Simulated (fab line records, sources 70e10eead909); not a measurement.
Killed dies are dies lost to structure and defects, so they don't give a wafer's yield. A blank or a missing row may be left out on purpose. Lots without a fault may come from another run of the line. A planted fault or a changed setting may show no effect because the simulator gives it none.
Which tool did it? | flow nand_harc | 24 lots, 72 wafers sampled, at 6 steps of a route of 1159

WHAT THE GAUGES READ, wafer by wafer
NHARC_P_BONDPAD_CD_MEAS_13.
lot  | measured     | on        | cd_nm (nm)
L074 | day 6 11:33  | cd_sem-02 | 501.6 498.9 497.2
L075 | day 6 17:27  | cd_sem-01 | 501.1 496.7 499.4
L076 | day 6 16:34  | cd_sem-01 | 502.0 498.2 495.3
L077 | day 7 13:55  | cd_sem-02 | 501.1 498.3 498.4
L078 | day 7 15:51  | cd_sem-02 | 498.3 500.5 500.0
L079 | day 7 19:20  | cd_sem-01 | 494.5 499.7 497.1
L080 | day 7 20:02  | cd_sem-03 | 495.3 497.5 497.9
L081 | day 8 04:29  | cd_sem-03 | 498.5 499.8 497.9
L082 | day 8 09:34  | cd_sem-01 | 502.1 498.7 499.2
L084 | day 8 14:55  | cd_sem-01 | 500.1 500.5 497.0
L083 | day 8 15:22  | cd_sem-03 | 498.1 500.8 497.0
L086 | day 10 05:01 | cd_sem-02 | 495.9 499.0 500.3
L088 | day 9 18:22  | cd_sem-03 | 496.6 498.0 499.5
L085 | day 9 19:38  | cd_sem-01 | 499.5 501.0 499.8
L087 | day 10 10:41 | cd_sem-03 | 499.5 497.7 498.7
L089 | day 10 12:37 | cd_sem-02 | 502.3 501.0 503.3
L090 | day 10 13:38 | cd_sem-01 | 500.1 500.3 499.7
L091 | day 10 14:43 | cd_sem-03 | 499.3 498.4 496.2
L092 | day 10 23:52 | cd_sem-03 | 502.6 500.1 500.0
L093 | day 11 05:04 | cd_sem-01 | 496.6 498.3 499.5
L095 | day 11 08:10 | cd_sem-03 | 501.9 499.1 496.9
L094 | day 11 08:51 | cd_sem-02 | 503.3 498.7 501.8
L096 | day 11 22:34 | cd_sem-03 | 496.5 497.3 495.8
L097 | day 12 11:51 | cd_sem-01 | 500.0 500.2 500.7

WHICH TOOL RAN EACH LOT (tool, then ch and the chambers of the sampled wafers, then the start)
lot  | NHARC_P_GATE_ETCH_32             | NHARC_P_GATE_RTA_80              | NHARC_P_M1_PVD_20                       | NHARC_P_M2_PRE_CLEAN_30                 | NHARC_P_M2_PRE_CLEAN_32
L074 | rie_si-01 ch 1,2,3, day 4 19:01  | rtp_anneal-02 ch 0, day 5 12:35  | pvd_sputter-01, day 6 09:19 or earlier  | pvd_sputter-02, day 6 09:19 or earlier  | pecvd-02 ch 0,1,2, day 6 09:19
L075 | rie_si-04 ch 0,1, day 5 02:44    | rtp_anneal-01 ch 0, day 5 20:29  | pvd_sputter-02, day 6 15:13 or earlier  | pvd_sputter-03, day 6 15:13 or earlier  | pecvd-02 ch 0,1,2, day 6 15:13
L076 | rie_si-01 ch 1,3, day 5 02:47    | rtp_anneal-02 ch 0, day 5 20:10  | pvd_sputter-01, day 6 14:19 or earlier  | pvd_sputter-01, day 6 14:19 or earlier  | pecvd-04 ch 1,2, day 6 14:19
L077 | rie_si-01 ch 1,2, day 5 23:25    | rtp_anneal-01 ch 0, day 6 16:43  | pvd_sputter-03, day 7 11:50 or earlier  | pvd_sputter-01, day 7 11:50 or earlier  | pecvd-01 ch 0,2, day 7 11:50
L078 | rie_si-05 ch 0,1,2, day 6 00:04  | rtp_anneal-02 ch 0, day 6 17:45  | pvd_sputter-03, day 7 13:13 or earlier  | pvd_sputter-02, day 7 13:13 or earlier  | pecvd-04 ch 0,1,2, day 7 13:13
L079 | rie_si-01 ch 1,3, day 6 05:40    | rtp_anneal-02 ch 0, day 6 23:03  | pvd_sputter-03, day 7 17:07 or earlier  | pvd_sputter-02, day 7 17:07 or earlier  | pecvd-04 ch 1,2, day 7 17:07
L080 | rie_si-05 ch 0,1,3, day 6 06:23  | rtp_anneal-01 ch 0, day 7 00:02  | pvd_sputter-03, day 7 17:47 or earlier  | pvd_sputter-02, day 7 17:47 or earlier  | pecvd-01 ch 0,1, day 7 17:47
L081 | rie_si-05 ch 0,1,2, day 6 13:04  | rtp_anneal-01 ch 0, day 7 06:27  | pvd_sputter-02, day 8 02:23 or earlier  | pvd_sputter-01, day 8 02:23 or earlier  | pecvd-01 ch 0,1,2, day 8 02:23
L082 | rie_si-04 ch 0,1,2, day 6 18:13  | rtp_anneal-01 ch 0, day 7 11:34  | pvd_sputter-03, day 8 07:17 or earlier  | pvd_sputter-02, day 8 07:17 or earlier  | pecvd-01 ch 0,1,2, day 8 07:17
L084 | rie_si-04 ch 2,3, day 7 00:56    | rtp_anneal-02 ch 0, day 7 18:09  | pvd_sputter-01, day 8 12:49 or earlier  | pvd_sputter-03, day 8 12:49 or earlier  | pecvd-04 ch 1,2, day 8 12:49
L083 | rie_si-05 ch 0,1,2, day 7 01:25  | rtp_anneal-02 ch 0, day 7 18:34  | pvd_sputter-02, day 8 13:08 or earlier  | pvd_sputter-01, day 8 13:08 or earlier  | pecvd-02 ch 1,2, day 8 13:08
L086 | rie_si-05 ch 2,3, day 8 05:07    | rtp_anneal-02 ch 0, day 9 00:50  | pvd_sputter-02, day 10 02:46 or earlier | pvd_sputter-01, day 10 02:46 or earlier | pecvd-01 ch 1,2, day 10 02:46
L088 | rie_si-04 ch 0,1, day 8 05:14    | rtp_anneal-02 ch 0, day 8 22:26  | pvd_sputter-01, day 9 16:05 or earlier  | pvd_sputter-02, day 9 16:05 or earlier  | pecvd-02 ch 0,1,2, day 9 16:05
L085 | rie_si-01 ch 0,2,3, day 8 05:50  | rtp_anneal-02 ch 0, day 8 23:28  | pvd_sputter-03, day 9 17:25 or earlier  | pvd_sputter-03, day 9 17:25 or earlier  | pecvd-04 ch 1,2, day 9 17:25
L087 | rie_si-04 ch 1,2,3, day 8 06:31  | rtp_anneal-01 ch 0, day 9 04:52  | pvd_sputter-03, day 10 08:08 or earlier | pvd_sputter-03, day 10 08:08 or earlier | pecvd-02 ch 1,2, day 10 08:08
L089 | rie_si-04 ch 0,1,2, day 8 14:55  | rtp_anneal-02 ch 0, day 9 08:07  | pvd_sputter-03, day 10 10:20 or earlier | pvd_sputter-02, day 10 10:20 or earlier | pecvd-02 ch 0,1,2, day 10 10:20
L090 | rie_si-05 ch 1,2,3, day 8 19:21  | rtp_anneal-01 ch 0, day 9 12:31  | pvd_sputter-01, day 10 10:58 or earlier | pvd_sputter-01, day 10 10:58 or earlier | pecvd-02 ch 0,1,2, day 10 10:58
L091 | rie_si-01 ch 0,1,2, day 8 19:22  | rtp_anneal-02 ch 0, day 9 12:43  | pvd_sputter-03, day 10 12:05 or earlier | pvd_sputter-02, day 10 12:05 or earlier | pecvd-04 ch 0,2, day 10 12:05
L092 | rie_si-04 ch 1,2,3, day 9 05:54  | rtp_anneal-01 ch 0, day 9 23:39  | pvd_sputter-02, day 10 21:41 or earlier | pvd_sputter-03, day 10 21:41 or earlier | pecvd-02 ch 0,1,2, day 10 21:41
L093 | rie_si-05 ch 0,1,2, day 9 13:39  | rtp_anneal-01 ch 0, day 10 07:37 | pvd_sputter-01, day 11 02:37 or earlier | pvd_sputter-03, day 11 02:37 or earlier | pecvd-04 ch 0,1,2, day 11 02:37
L095 | rie_si-01 ch 0,1, day 9 18:15    | rtp_anneal-02 ch 0, day 10 11:27 | pvd_sputter-01, day 11 05:39 or earlier | pvd_sputter-03, day 11 05:39 or earlier | pecvd-02 ch 0,1, day 11 05:39
L094 | rie_si-04 ch 0,1,3, day 9 18:18  | rtp_anneal-02 ch 0, day 10 11:34 | pvd_sputter-02, day 11 06:40 or earlier | pvd_sputter-02, day 11 06:40 or earlier | pecvd-02 ch 1,2, day 11 06:40
L096 | rie_si-01 ch 1,2,3, day 10 08:01 | rtp_anneal-02 ch 0, day 11 01:49 | pvd_sputter-02, day 11 20:17 or earlier | pvd_sputter-02, day 11 20:17 or earlier | pecvd-04 ch 1,2, day 11 20:17
L097 | rie_si-05 ch 1,2,3, day 10 17:32 | rtp_anneal-02 ch 0, day 11 11:10 | pvd_sputter-01, day 12 09:44 or earlier | pvd_sputter-01, day 12 09:44 or earlier | pecvd-02 ch 0,2, day 12 09:44
- NHARC_P_GATE_ETCH_32: etches the open film in HBr/Cl2, target depth 150 nm, time 100.1 s.
- NHARC_P_GATE_RTA_80: time 30 s.
- NHARC_P_M1_PVD_20: deposits TaN, target thk 5 nm, time 8.06 s.
- NHARC_P_M2_PRE_CLEAN_30: time 30 s.
- NHARC_P_M2_PRE_CLEAN_32: time 12 s.

WHAT THE TOOLS THEMSELVES READ (means of the sampled wafers that have a number; where no wafer has one, the mark that the record gives instead)
NHARC_P_GATE_ETCH_32.
lot  | tool      | drypump_motor_current_A (A) | hbr_flow_sccm (sccm) | oes_product_au (a.u.) | throttle_valve_pct (%)
L074 | rie_si-01 | 5.7                         | 150.3                | 1.003                 | 26.400
L075 | rie_si-04 | 5.1                         | 150.3                | 1.000                 | 26.407
L076 | rie_si-01 | 6.1                         | 150.0                | 0.994                 | 26.406
L077 | rie_si-01 | 6.1                         | 150.3                | 0.993                 | 26.408
L078 | rie_si-05 | 5.4                         | 150.5                | 0.996                 | 26.399
L079 | rie_si-01 | 5.8                         | 150.2                | 0.991                 | 26.415
L080 | rie_si-05 | 5.5                         | 149.8                | 0.994                 | 26.398
L081 | rie_si-05 | 5.4                         | 149.8                | 1.000                 | 26.419
L082 | rie_si-04 | 5.1                         | 150.5                | 1.001                 | 26.411
L084 | rie_si-04 | 5.0                         | 150.1                | 1.008                 | 26.402
L083 | rie_si-05 | 5.4                         | 149.9                | 1.002                 | 26.411
L086 | rie_si-05 | 5.9                         | 150.0                | 1.016                 | 26.395
L088 | rie_si-04 | 5.1                         | 150.0                | 0.998                 | 26.403
L085 | rie_si-01 | 5.3                         | 150.0                | 0.989                 | 26.407
L087 | rie_si-04 | 5.4                         | 149.7                | 1.000                 | 26.411
L089 | rie_si-04 | 5.1                         | 150.0                | 1.011                 | 26.400
L090 | rie_si-05 | 5.7                         | 149.8                | 0.994                 | 26.407
L091 | rie_si-01 | 5.7                         | 150.3                | 0.987                 | 26.410
L092 | rie_si-04 | 5.4                         | 150.2                | 1.011                 | 26.400
L093 | rie_si-05 | 5.4                         | 149.4                | 0.998                 | 26.406
L095 | rie_si-01 | 5.6                         | 150.5                | 0.991                 | 26.407
L094 | rie_si-04 | 5.4                         | 149.8                | 0.993                 | 26.421
L096 | rie_si-01 | 5.7                         | 149.7                | 0.994                 | 26.408
L097 | rie_si-05 | 5.7                         | 150.2                | 1.000                 | 26.408

NHARC_P_GATE_RTA_80.
lot  | tool          | lamp_power_pct (%) | lamp_zone_3_pct (%) | wafer_temp_C_max
L074 | rtp_anneal-02 | 2.37               | 2.37                | 301.6
L075 | rtp_anneal-01 | 2.26               | 2.26                | 301.3
L076 | rtp_anneal-02 | 2.38               | 2.38                | 301.2
L077 | rtp_anneal-01 | 2.26               | 2.26                | 301.2
L078 | rtp_anneal-02 | 2.37               | 2.37                | 301.2
L079 | rtp_anneal-02 | 2.37               | 2.37                | 301.8
L080 | rtp_anneal-01 | 2.26               | 2.26                | 301.5
L081 | rtp_anneal-01 | 2.26               | 2.26                | 301.1
L082 | rtp_anneal-01 | 2.26               | 2.26                | 301.0
L084 | rtp_anneal-02 | 2.37               | 2.37                | 301.4
L083 | rtp_anneal-02 | 2.37               | 2.38                | 301.7
L086 | rtp_anneal-02 | 2.38               | 2.37                | 301.5
L088 | rtp_anneal-02 | 2.38               | 2.37                | 301.2
L085 | rtp_anneal-02 | 2.37               | 2.37                | 301.2
L087 | rtp_anneal-01 | 2.26               | 2.26                | 301.2
L089 | rtp_anneal-02 | 2.37               | 2.37                | 301.6
L090 | rtp_anneal-01 | 2.26               | 2.26                | 301.2
L091 | rtp_anneal-02 | 2.37               | 2.37                | 301.7
L092 | rtp_anneal-01 | 2.26               | 2.26                | 301.0
L093 | rtp_anneal-01 | 2.26               | 2.26                | 301.2
L095 | rtp_anneal-02 | 2.38               | 2.38                | 301.5
L094 | rtp_anneal-02 | 2.37               | 2.37                | 301.6
L096 | rtp_anneal-02 | 2.37               | 2.37                | 301.4
L097 | rtp_anneal-02 | 2.37               | 2.37                | 301.4

NHARC_P_M1_PVD_20.
lot  | tool           | throttle_valve_pct (%)
L074 | pvd_sputter-01 | 30.0
L075 | pvd_sputter-02 | 29.3
L076 | pvd_sputter-01 | 30.4
L077 | pvd_sputter-03 | 29.8
L078 | pvd_sputter-03 | 30.4
L079 | pvd_sputter-03 | 29.4
L080 | pvd_sputter-03 | 30.2
L081 | pvd_sputter-02 | 29.7
L082 | pvd_sputter-03 | 30.0
L084 | pvd_sputter-01 | 30.4
L083 | pvd_sputter-02 | 29.6
L086 | pvd_sputter-02 | 29.6
L088 | pvd_sputter-01 | 30.5
L085 | pvd_sputter-03 | 30.0
L087 | pvd_sputter-03 | 30.1
L089 | pvd_sputter-03 | 30.4
L090 | pvd_sputter-01 | 30.5
L091 | pvd_sputter-03 | 29.3
L092 | pvd_sputter-02 | 29.9
L093 | pvd_sputter-01 | 30.4
L095 | pvd_sputter-01 | 30.3
L094 | pvd_sputter-02 | 29.8
L096 | pvd_sputter-02 | 29.4
L097 | pvd_sputter-01 | 29.9

NHARC_P_M2_PRE_CLEAN_30.
lot  | tool           | heater_power_w (W)
L074 | pvd_sputter-02 | 392
L075 | pvd_sputter-03 | 403
L076 | pvd_sputter-01 | 431
L077 | pvd_sputter-01 | 442
L078 | pvd_sputter-02 | 393
L079 | pvd_sputter-02 | 390
L080 | pvd_sputter-02 | 407
L081 | pvd_sputter-01 | 458
L082 | pvd_sputter-02 | 378
L084 | pvd_sputter-03 | 401
L083 | pvd_sputter-01 | 466
L086 | pvd_sputter-01 | 444
L088 | pvd_sputter-02 | 336
L085 | pvd_sputter-03 | 387
L087 | pvd_sputter-03 | 375
L089 | pvd_sputter-02 | 359
L090 | pvd_sputter-01 | 451
L091 | pvd_sputter-02 | 418
L092 | pvd_sputter-03 | 388
L093 | pvd_sputter-03 | 402
L095 | pvd_sputter-03 | 396
L094 | pvd_sputter-02 | 378
L096 | pvd_sputter-02 | 397
L097 | pvd_sputter-01 | 443

NHARC_P_M2_PRE_CLEAN_32.
lot  | tool     | heater_power_outer_w (W) | heater_power_w (W)
L074 | pecvd-02 | 345                      | 596
L075 | pecvd-02 | 334                      | 581
L076 | pecvd-04 | 397                      | 648
L077 | pecvd-01 | 352                      | 675
L078 | pecvd-04 | 387                      | 665
L079 | pecvd-04 | 417                      | 665
L080 | pecvd-01 | 346                      | 643
L081 | pecvd-01 | 356                      | 659
L082 | pecvd-01 | 350                      | 642
L084 | pecvd-04 | 400                      | 662
L083 | pecvd-02 | 349                      | 597
L086 | pecvd-01 | 332                      | 611
L088 | pecvd-02 | 370                      | 634
L085 | pecvd-04 | 366                      | 637
L087 | pecvd-02 | 334                      | 579
L089 | pecvd-02 | 361                      | 600
L090 | pecvd-02 | 341                      | 586
L091 | pecvd-04 | 383                      | 672
L092 | pecvd-02 | 332                      | 571
L093 | pecvd-04 | 367                      | 641
L095 | pecvd-02 | 345                      | 570
L094 | pecvd-02 | 357                      | 620
L096 | pecvd-04 | 377                      | 628
L097 | pecvd-02 | 362                      | 601

THE ANSWER, worked out from the rows above alone
Rule: what is usual is taken from the lots themselves. Put in order of their means at a reading, lots are off if they are a third of the lots or fewer, leave a main group of 4 or more, and stand apart from it by a gap of 3 or more times the standard deviation of the main group's means; of several such gaps the widest counts. A main group whose means are all the same, to the digits that the tables above print for the reading, isn't used. A lot without any number at a reading at which 4 lots or more have one is off too. The other lots that the step has rows for count as sound. The gauges are gone through in route order, then the tools' own readings, and for those a lot's mean is taken as printed above. The first step at which some lot is off is used, and at that step the reading that is off furthest; a lot without a number counts as furthest.
No lot is off at any reading shown: from this, nothing can be told.

WHAT THE SIMULATOR HAD PUT IN
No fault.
